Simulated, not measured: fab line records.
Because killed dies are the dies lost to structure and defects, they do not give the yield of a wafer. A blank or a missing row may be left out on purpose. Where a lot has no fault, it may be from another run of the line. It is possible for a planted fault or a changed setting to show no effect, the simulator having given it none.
Chamber matching | flow nand_harc | NHARC_A_STAIRCASE_DEP_301 on pecvd-04 has 3 sister chambers
The step deposits SiON, target thk 30 nm. 5 wafers are shown with their chamber, then 8 later ones without.

## WAFERS PAIRED WITH THEIR CHAMBERS
wafer  | chamber | heater_power_w (W)
L081.2 | 0       | 598
L085.1 | 1       | 588
L085.2 | 0       | 679
L085.6 | 2       | 762
L088.1 | 1       | 641

## WAFERS MISSING THEIR CHAMBER
wafer  | heater_power_w (W)
L088.3 | 667
L088.6 | 651
L087.1 | 567
L087.3 | 789
L087.5 | 758
L097.2 | 640
L097.4 | 661
L097.5 | 695

## WHICH CHAMBER EACH WENT THROUGH
wafer  | from the rows above          | in truth
L088.3 | can't be placed: 0 or 1 or 2 | 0
L088.6 | can't be placed: 0 or 1      | 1
L087.1 | can't be placed: 1 or 0      | 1
L087.3 | 2                            | 2
L087.5 | 2                            | 2
L097.2 | can't be placed: 0 or 1      | 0
L097.4 | can't be placed: 0 or 1 or 2 | 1
L097.5 | can't be placed: 0 or 2 or 1 | 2
2 of 8 placed correctly. Not placeable from these rows: 6 (in 6, the candidates include the true chamber). Wrongly placed: 0.
How it was worked out, from the rows above alone: a wafer's distance from a chamber is the root of the sum, over the readings, of the square of ((its reading less the chamber's mean) divided by the reading's scatter). The wafer belongs to the nearest chamber; if the next one is less than 2 further off, it can't be placed. A chamber's mean is the mean of its shown wafers. The scatter is the square root of a quotient: the sum, over the shown wafers, of each reading's squared deviation from its chamber's mean, divided by wafers minus chambers.
